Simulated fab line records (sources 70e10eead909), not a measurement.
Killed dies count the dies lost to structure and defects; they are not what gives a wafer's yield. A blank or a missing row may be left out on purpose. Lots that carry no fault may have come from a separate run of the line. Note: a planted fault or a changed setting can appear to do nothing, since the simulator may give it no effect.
fab line records	flow nandHarc
[record] lots = 10	wafers = 30	lastDay = 25
route steps=1159 shown A_CONTACT@920 END@1159
lots with no fault: from the same line, run without faults
startH: hours from the record's opening day to when the first of the lot's shown wafers began	waitH: how many hours have passed since the lot's step before this one	" same as the row above	L1.1+2: several wafers, shown together as one row	- no value, or no start given	* or withheld: withheld	< > ~ a bound
route shown NAME@n: NAME is a module with steps in the file, n the number in the route of the first one	usual: mean and standard deviation over wafers with no fault	same: alike in all rows	chamber/n: place in a boat	sites: each site's reading	_std_site: the values' standard deviation	_edge_site: inner sites' mean taken away from outer sites' mean	radiusMm: for every site, how far away it sits from the centre of the wafer	mask NAME#n: copy n	behind: the last tool/chamber to shape the wafer	hold: why the lot was held/for how many hours/how that ended	device: transistor that didn't switch, given as n, p or np	end of line: the tests these same wafers got at the end of their route	a step with no rows: only its recipe	killed: not the wafer's yield, but the dies lost to structure and defects at the first sort	map: a wafer's dies, x killed, . not, _ none there
set.NAME: the setting that was run; set.NAME@STEP: the one run at that earlier step	model.NAME: the simulator's own value behind a step, which no gauge read
the route's steps for a sample of lots (tables are steps, rows are wafers)
services: the hour from which a tool's chamber was out of use, counted from the record's first day as startH (under 0 if before that day), plus the number of hours and why
[[steps]]
[step NHARC_A_CONTACT_ETCH_106]
[recipe] targetDepthA = 600	overetchA = 60	timeS = 33	ionEnergyEv = 100	cf4FlowSccm = 80	o2FlowSccm = 20	arFlowSccm = 0	rfW = 300	biasW = 100	chemistry = CF4/O2
[usual] drypumpMotorCurrentA = 5.9/0.4	oesProductAu = 1.001/0.0089	rfVppV = 197.7/1.2	showerheadPlenumPTorr = 1.33/0.046	throttleValvePct = 13.397/0.0095
lot.wafer	tool	chamber	startH	waitH	drypumpMotorCurrentA	oesProductAu	rfHoursCounterH	rfVppV	showerheadPlenumPTorr	throttleValvePct
L917.1	rieDiel-06	0	391.30	0.1	6.2	1.001	58	197.8	1.35	13.402
L917.6	"	1	"	"	5.7	1.010	-	198.3	1.32	13.409
L917.5	"	2	"	"	5.4	0.997	-	197.4	1.29	13.405
L921.1	rieDiel-10	1	413.50	0.2	6.7	0.988	12	197.7	1.29	13.386
L921.2	"	3	"	"	5.2	0.995	14	196.9	1.27	13.386
L921.4	"	3	"	"	5.2	0.992	-	197.2	1.27	13.395
L920.4	rieDiel-06	1	416.85	0.1	5.7	1.009	61	196.6	1.32	13.389
L920.6	"	2	"	"	5.4	1.006	-	196.4	1.29	13.400
L920.5	"	3	"	"	6.1	1.004	-	198.9	1.35	13.405
L922.2	rieDiel-06	0	443.96	0.5	6.2	0.988	6	198.5	1.35	13.399
L922.5	"	2	"	"	5.4	0.991	-	197.8	1.29	13.404
L922.6	"	3	"	"	6.1	0.997	-	199.2	1.35	13.396
L926.2	rieDiel-03	3	457.52	0.1	5.8	0.996	9	197.3	1.34	13.384
L926.4	"	0	"	"	6.4	0.987	9	198.2	1.31	13.381
L926.3	"	1	"	"	5.7	0.994	10	195.6	1.26	13.390
L929.4	rieDiel-03	1	481.04	0.1	5.7	1.002	14	196.8	1.26	13.416
L929.1	"	3	"	"	5.8	1.001	12	199.4	1.34	13.411
L929.6	"	1	"	"	5.6	1.004	-	197.5	1.26	13.394
L930.1	rieDiel-10	1	482.03	0.1	6.7	1.000	22	196.2	1.28	13.407
L930.3	"	3	"	"	5.2	0.993	47	196.0	1.27	13.399
L930.6	"	1	"	"	6.7	1.004	-	197.4	1.28	13.396
L932.2	rieDiel-03	0	486.44	0.1	6.4	0.992	14	197.2	1.30	13.385
L932.6	"	3	"	"	5.8	0.999	-	196.7	1.34	13.385
L932.5	"	0	"	"	6.4	0.992	-	198.0	1.30	13.396
L936.4	rieDiel-03	2	507.76	0.1	5.5	1.003	18	199.3	1.42	13.400
L936.5	"	1	"	"	5.7	0.998	-	196.1	1.26	13.394
L936.6	"	2	"	"	5.5	1.010	-	198.5	1.42	13.406
L937.2	rieDiel-03	0	521.62	0.1	6.4	0.994	20	197.8	1.30	13.402
L937.6	"	0	"	"	6.5	0.991	-	197.6	1.30	13.373
L937.5	"	1	"	"	5.7	0.996	-	197.7	1.26	13.423
[step NHARC_A_CONTACT_ETCH_89]
[recipe] targetDepthA = 2600	overEtchFrac = 0.3	timeS = 475.3	ionEnergyEv = 200	n2FlowSccm = 150	h2FlowSccm = 150	arFlowSccm = 0	rfW = 400	biasW = 150	chemistry = N2/H2
[usual] drypumpMotorCurrentA = 5.8/0.44	oesProductAu = 1.001/0.0098	rfVppV = 430.1/2.3	showerheadPlenumPTorr = 2.03/0.076	throttleValvePct = 14.172/0.009
lot.wafer	tool	chamber	startH	waitH	drypumpMotorCurrentA	oesProductAu	rfHoursCounterH	rfVppV	showerheadPlenumPTorr	throttleValvePct
L917.1	rieDiel-10	2	-	-	6.2	1.004	10	431.2	2.07	14.191
L917.5	"	2	"	"	6.2	1.016	-	431.4	2.07	14.163
L917.6	"	3	"	"	5.2	0.978	-	428.3	1.94	14.171
L921.2	rieDiel-10	3	-	-	5.1	0.987	14	427.8	1.94	14.170
L921.1	"	0	"	"	5.4	1.013	17	431.2	2.09	14.169
L921.4	"	3	"	"	5.2	1.001	-	426.6	1.94	14.194
L920.4	rieDiel-03	2	-	-	5.6	1.019	4	433.3	2.17	14.167
L920.6	"	2	"	"	5.6	1.003	-	434.5	2.17	14.176
L920.5	"	3	"	"	5.8	0.995	-	429.8	2.05	14.181
L922.2	rieDiel-10	0	-	-	5.5	1.022	37	430.8	2.08	14.175
L922.6	"	2	"	"	6.3	1.002	-	432.5	2.07	14.176
L922.5	"	0	"	"	5.5	1.023	-	431.1	2.08	14.188
L926.4	rieDiel-03	2	-	-	5.6	1.007	11	433.9	2.17	14.164
L926.2	"	0	"	"	6.4	0.993	9	429.3	1.99	14.168
L926.3	"	1	"	"	5.7	1.001	11	427.2	1.93	14.169
L929.1	rieDiel-03	2	-	-	5.6	0.998	15	434.1	2.17	14.164
L929.4	"	0	"	"	6.4	0.992	14	427.6	1.99	14.175
L929.6	"	1	"	"	5.7	0.997	-	428.1	1.92	14.165
L930.1	rieDiel-03	0	-	-	6.5	0.992	14	430.4	1.99	14.176
L930.3	"	2	"	"	5.6	0.999	15	434.6	2.17	14.179
L930.6	"	1	"	"	5.7	0.998	-	428.1	1.92	14.158
L932.2	rieDiel-06	0	-	-	6.2	1.002	23	431.9	2.06	14.175
L932.5	"	2	"	"	5.4	1.008	-	427.2	1.96	14.157
L932.6	"	3	"	"	6.1	0.993	-	430.1	2.06	14.165
L936.4	rieDiel-10	0	-	-	5.5	1.022	64	430.7	2.07	14.166
L936.5	"	1	"	"	6.7	1.007	-	426.5	1.95	14.170
L936.6	"	2	"	"	6.3	1.002	-	430.6	2.06	14.182
L937.2	rieDiel-03	1	-	-	5.7	0.995	23	428.0	1.92	14.150
L937.6	"	2	"	"	5.6	1.010	-	433.1	2.17	14.172
L937.5	"	3	"	"	5.8	0.997	-	430.8	2.05	14.157
[step NHARC_A_CONTACT_ETCH_98]
[recipe] targetDepthA = 200	overEtchFrac = 0.5	timeS = 10	ionEnergyEv = 250	c4f6FlowSccm = 25	o2FlowSccm = 20	arFlowSccm = 500	rfW = 600	biasW = 500	chemistry = C4F6/O2
[usual] drypumpMotorCurrentA = 5.9/0.44	oesProductAu = 0.964/0.023	rfVppV = 546.3/2.7	showerheadPlenumPTorr = 3.90/0.13	throttleValvePct = 26.903/0.0096
lot.wafer	tool	chamber	startH	waitH	drypumpMotorCurrentA	oesProductAu	rfHoursCounterH	rfVppV	showerheadPlenumPTorr	throttleValvePct
L917.1	rieDiel-06	0	-	-	6.2	0.949	60	547.4	3.97	26.902
L917.5	"	3	"	"	6.1	0.946	-	547.1	3.97	26.912
L917.6	"	0	"	"	6.2	0.946	-	548.9	3.97	26.916
L921.1	rieDiel-03	2	-	-	5.6	0.959	4	551.5	4.15	26.911
L921.4	"	3	"	"	5.8	0.993	2	546.1	3.94	26.888
L921.2	"	1	"	"	5.6	0.951	4	542.9	3.73	26.910
L920.4	rieDiel-03	0	-	-	6.4	0.959	4	544.7	3.84	26.903
L920.5	"	1	"	"	5.7	0.950	-	542.7	3.73	26.899
L920.6	"	2	"	"	5.6	0.962	-	550.9	4.15	26.895
L922.2	rieDiel-03	0	-	-	6.5	0.957	7	545.7	3.84	26.902
L922.6	"	1	"	"	5.7	0.947	-	543.2	3.73	26.903
L922.5	"	2	"	"	5.6	0.942	-	552.0	4.15	26.893
L926.2	rieDiel-10	2	462.60	0.1	6.3	0.952	33	547.6	3.97	26.898
L926.3	"	3	"	"	5.2	0.940	39	542.4	3.74	26.890
L926.4	"	0	"	"	5.5	0.967	-	549.0	4.00	26.904
L929.4	rieDiel-06	3	-	-	6.1	1.008	23	547.8	3.96	26.912
L929.1	"	0	"	"	6.2	0.997	23	548.3	3.95	26.915
L929.6	"	0	"	"	6.2	1.011	-	546.5	3.95	26.900
L930.3	rieDiel-03	2	-	-	5.6	0.937	16	552.2	4.15	26.920
L930.1	"	1	"	"	5.7	0.933	16	542.6	3.73	26.901
L930.6	"	2	"	"	5.6	0.942	-	551.7	4.15	26.884
L932.2	rieDiel-06	3	-	-	6.1	0.951	25	547.1	3.96	26.903
L932.6	"	1	"	"	5.8	0.951	-	545.9	3.87	26.915
L932.5	"	2	"	"	5.4	0.969	-	543.0	3.78	26.912
L936.4	rieDiel-10	2	-	-	6.3	0.970	55	546.1	3.95	26.904
L936.6	"	1	"	"	6.7	0.961	-	543.1	3.78	26.899
L936.5	"	2	"	"	6.3	0.961	-	545.1	3.96	26.888
L937.2	rieDiel-10	2	-	-	6.3	0.957	60	548.2	3.95	26.897
L937.5	"	1	"	"	6.7	0.952	-	543.0	3.77	26.899
L937.6	"	2	"	"	6.3	0.961	-	546.4	3.95	26.915
[step NHARC_A_CONTACT_CVD_19]
[recipe] targetThkA = 3000	tempC = 300	pressureTorr = 40	wf6FlowSccm = 40	h2FlowSccm = 1600	arFlowSccm = 1560	timeS = 802	material = W
[usual] chamberPressureTorr = 39.99/0.088	heaterPowerOuterW = 262/29	heaterPowerW = 460/41	throttleValvePct = 8.04/0.24
lot.wafer	tool	chamber	startH	waitH	chamberPressureTorr	heaterPowerOuterW	heaterPowerW	throttleValvePct
L917.1	cvdW-02	1	403.07	-	40.00	308	513	8.10
L917.5	"	1	"	"	40.09	307	535	7.91
L917.6	"	0	"	"	39.91	258	443	8.06
L921.2	cvdW-01	0	424.98	-	40.05	254	454	8.22
L921.1	"	1	"	"	40.05	233	419	8.08
L921.4	"	1	"	"	40.07	227	416	7.88
L920.4	cvdW-01	0	425.98	-	40.12	259	448	8.38
L920.6	"	0	"	"	40.12	255	437	8.30
L920.5	"	1	"	"	39.96	235	416	7.78
L922.2	cvdW-02	1	454.20	-	39.95	309	524	8.00
L922.6	"	0	"	"	39.96	252	453	7.98
L922.5	"	1	"	"	39.93	311	530	7.83
L926.2	cvdW-01	0	464.98	-	39.95	260	441	8.35
L926.4	"	0	"	"	39.82	252	443	8.12
L926.3	"	1	"	"	40.02	238	418	8.17
L929.1	cvdW-01	0	493.28	-	-	-	-	-
L929.4	"	1	"	"	-	-	-	-
L929.6	"	1	"	"	-	-	-	-
L930.1	cvdW-01	0	494.16	-	-	-	-	-
L930.3	"	1	"	"	-	-	-	-
L930.6	"	1	"	"	-	-	-	-
L932.2	cvdW-02	1	495.91	-	40.09	312	551	8.10
L932.5	"	0	"	"	39.99	259	461	8.32
L932.6	"	1	"	"	39.97	312	533	7.68
L936.4	cvdW-01	0	519.60	-	39.97	263	445	8.17
L936.6	"	0	"	"	39.96	255	445	8.30
L936.5	"	1	"	"	39.94	235	425	7.54
L937.2	cvdW-02	1	530.28	-	39.96	309	528	8.08
L937.6	"	0	"	"	40.01	246	457	8.11
L937.5	"	1	"	"	40.22	317	536	7.95
[step NHARC_A_CONTACT_CMP_20]
[recipe] tOverpolishS = 30	targetThkNm = 300
[usual] motorCurrentA = 11.4/1	overpolishRunS = 30.000/0.0092	slurryFilterDpKPa = 13.48/0.13	timeToEndpointS = 58.9/2.9
lot.wafer	tool	chamber	startH	waitH	motorCurrentA	overpolishRunS	slurryFilterDpKPa	timeToEndpointS
L917.1	cmp-04	3	403.99	0.8	11.1	30.013	13.50	60.1
L917.6	"	2	"	"	12.8	30.010	13.57	62.1
L917.5	"	3	"	"	12.0	29.988	13.57	60.2
L921.4	cmp-04	1	425.87	0.4	9.9	29.989	13.47	58.3
L921.2	"	2	"	"	13.0	29.996	13.57	59.3
L921.1	"	0	"	"	10.0	29.987	13.31	55.3
L920.4	cmp-01	0	426.64	0.5	12.7	29.996	13.56	65.8
L920.6	"	0	"	"	11.9	30.020	13.33	59.9
L920.5	"	1	"	"	11.3	30.008	13.47	61.3
L922.2	cmp-02	2	455.01	0.7	12.5	29.993	13.48	62.9
L922.6	"	0	"	"	11.0	30.013	13.53	58.8
L922.5	"	1	"	"	10.2	29.983	13.40	55.6
L926.3	cmp-01	2	465.89	0.4	11.3	30.004	13.57	58.7
L926.2	"	3	"	"	13.1	30.023	13.43	55.8
L926.4	"	0	"	"	12.1	29.998	13.50	56.6
L929.4	cmp-04	0	494.22	0.4	10.5	30.002	13.74	0.0
L929.1	"	2	"	"	12.4	30.015	13.56	0.0
L929.6	"	3	"	"	11.3	29.993	13.59	0.0
L930.3	cmp-01	3	494.93	0.5	13.1	30.001	13.46	0.0
L930.1	"	1	"	"	10.8	29.991	13.08	1.6
L930.6	"	3	"	"	12.3	29.996	13.55	0.0
L932.2	cmp-01	1	496.72	0.7	11.0	30.004	13.49	62.4
L932.5	"	0	"	"	12.2	29.992	13.45	59.9
L932.6	"	1	"	"	10.3	29.988	13.53	61.4
L936.4	cmp-01	1	520.32	0.6	10.6	30.012	13.53	63.3
L936.6	"	2	"	"	11.5	30.015	13.36	59.1
L936.5	"	3	"	"	12.7	30.000	13.56	62.4
L937.2	cmp-04	1	531.05	0.6	9.4	29.997	13.31	59.7
L937.5	"	1	"	"	9.4	29.975	13.69	61.2
L937.6	"	2	"	"	12.4	29.990	13.42	60.9
[step NHARC_END_SORT_01]
[recipe] tempC = 25
[usual] killedAtArray = 29/11	killedAtOther = 0.5/0.8	killedAtPeriphery = 3.5/2.8	killedDies = 33/12	killedOpen = 3.1/1.8	killedShort = 1.8/1.4
[same] grossDies = 677
lot.wafer	tool	chamber	startH	waitH	killedAtArray	killedAtOther	killedAtPeriphery	killedDies	killedOpen	killedShort
L930.1	prober-02	0	542.63	2.5	671	0	6	677	10	3
L930.3	prober-02	0	544.23	3.1	674	0	3	677	1	2
L930.6	prober-02	0	546.62	4.0	672	1	4	677	6	3
L929.1	prober-02	0	550.42	2.5	676	0	1	677	2	0
L929.4	prober-02	0	552.82	3.4	676	0	1	677	2	0
L929.6	prober-02	0	554.42	4.0	675	0	2	677	3	1
// killed by level:class
L930.1 A_CONTACT:areaCvd=638 A_CHANNEL_HOLE_D1:chamberFilmFlake=16 A_STAIRCASE:chamberFilmFlake=4 A_WL_FILL:geometricParticle:short=3 A_M0:geometricParticle:open=3 P_GATE:geometricParticle:open=1 P_CONTACT:geometricParticle:open=1 P_M0:geometricParticle:open=1
L930.3 A_CONTACT:areaCvd=641 A_CHANNEL_HOLE_D1:chamberFilmFlake=23 A_CONTACT:chamberFilmFlake=4 P_M0:chamberFilmFlake=2 A_CHANNEL_FILL_D1:chamberFilmFlake=2 A_STAIRCASE:chamberFilmFlake=2 P_CONTACT:geometricParticle:open=1 A_SOURCE_PLATE:geometricParticle:short=1
L930.6 A_CONTACT:areaCvd=637 A_CHANNEL_HOLE_D1:chamberFilmFlake=18 A_STAIRCASE:chamberFilmFlake=5 A_CONTACT:chamberFilmFlake=3 A_ONON_D1:geometricParticle:open=2 P_M0:chamberFilmFlake=2 P_GATE:geometricParticle:open=1 A_CHANNEL_FILL_D1:geometricParticle:short=1
L929.1 A_CONTACT:areaCvd=644 A_SLIT:chamberFilmFlake=17 A_CHANNEL_HOLE_D1:chamberFilmFlake=6 A_STAIRCASE:chamberFilmFlake=4 A_CHANNEL_FILL_D1:chamberFilmFlake=2 A_SGD_CUT:geometricParticle:open=1 A_WL_FILL:geometricParticle:open=1 P_ZERO_WELL:chamberFilmFlake=1
L929.4 A_CONTACT:areaCvd=643 A_SLIT:chamberFilmFlake=19 A_STAIRCASE:chamberFilmFlake=5 A_ZERO_WELL:chamberFilmFlake=3 A_CHANNEL_HOLE_D1:chamberFilmFlake=2 A_CONTACT:chamberFilmFlake=2 P_M0:geometricParticle:open=1 A_CHANNEL_FILL_D1:geometricParticle:open=1
L929.6 A_CONTACT:areaCvd=636 A_SLIT:chamberFilmFlake=19 A_CHANNEL_HOLE_D1:chamberFilmFlake=9 A_CONTACT:chamberFilmFlake=5 P_ZERO_WELL:chamberFilmFlake=2 A_SOURCE_PLATE:geometricParticle:open=1 A_ONON_D1:geometricParticle:open=1 A_CONTACT:geometricParticle:short=1
[[services]]
tool	chamber	startH	hours	kind
cmp-04	-	368.48	1.3	repair
cmp-02	-	373.44	74.2	repair
cmp-01	-	375.80	4.0	pm
cvdW-02	-	383.39	13.0	pm
rieDiel-03	-	392.30	9.0	pm
rieDiel-10	3	398.31	5.8	repair
cmp-04	-	399.10	4.0	pm
rieDiel-10	1	399.69	8.5	repair
rieDiel-03	3	401.32	3.5	repair
cmp-04	-	416.64	4.9	repair
rieDiel-06	-	418.74	9.0	pm
rieDiel-10	1	423.64	45.3	repair
rieDiel-03	0	431.07	6.7	repair
rieDiel-10	0	436.05	3.7	repair
cmp-02	-	447.64	4.0	pm
cmp-04	-	463.63	4.2	repair
cmp-01	-	473.80	4.0	pm
cvdW-01	-	475.41	13.0	pm
cmp-04	-	497.10	4.0	pm
rieDiel-06	2	498.54	2.2	repair
rieDiel-06	2	510.94	10.1	repair
cmp-02	-	513.57	1.5	repair
cmp-01	-	516.75	0.8	repair
rieDiel-10	-	530.58	9.0	pm
[[key]]
[firstSign] step = NHARC_A_CONTACT_CVD_19	reading = toolRecord	direction = missing
[effect] step = NHARC_A_CONTACT_CMP_20	reading = timeToEndpointS	direction = down	sigmas = 20	usual = *	struck = *
[effect] step = NHARC_END_SORT_01	reading = killedAtArray	direction = up	sigmas = 57	usual = 29	struck = 674
[moreKillsBornAt] NHARC_A_CONTACT_CVD_19@cvdW-01 = 3839
metAt NHARC_A_CONTACT_CVD_19
struckLots L929,L930
laterRowsLeftOut L929.1,L929.4,L929.6,L930.1,L930.3,L930.6
testerLeftOut L929,L930
notActingAt NHARC_A_CONTACT_ETCH_106,NHARC_A_CONTACT_ETCH_89,NHARC_A_CONTACT_ETCH_98
onsetBetween 464.98 493.28
[fault] kind = skippedStepWhole	tool = cvdW-01	chamber = -	onsetH = 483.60	steps = NHARC_A_CONTACT_CVD_19	scope = struckLotsOnly
// testerLeftOut: of these lots the tester's yield and bins aren't shown, on N5 and GAA mostly nor the transistor test; their killed dies are dies lost to structure and defects alone, not to doping, threshold or leakage, so they don't give the yield
// laterRowsLeftOut: the simulator's readings of these wafers behind a module that went badly wrong aren't trusted and aren't shown, but for the sort
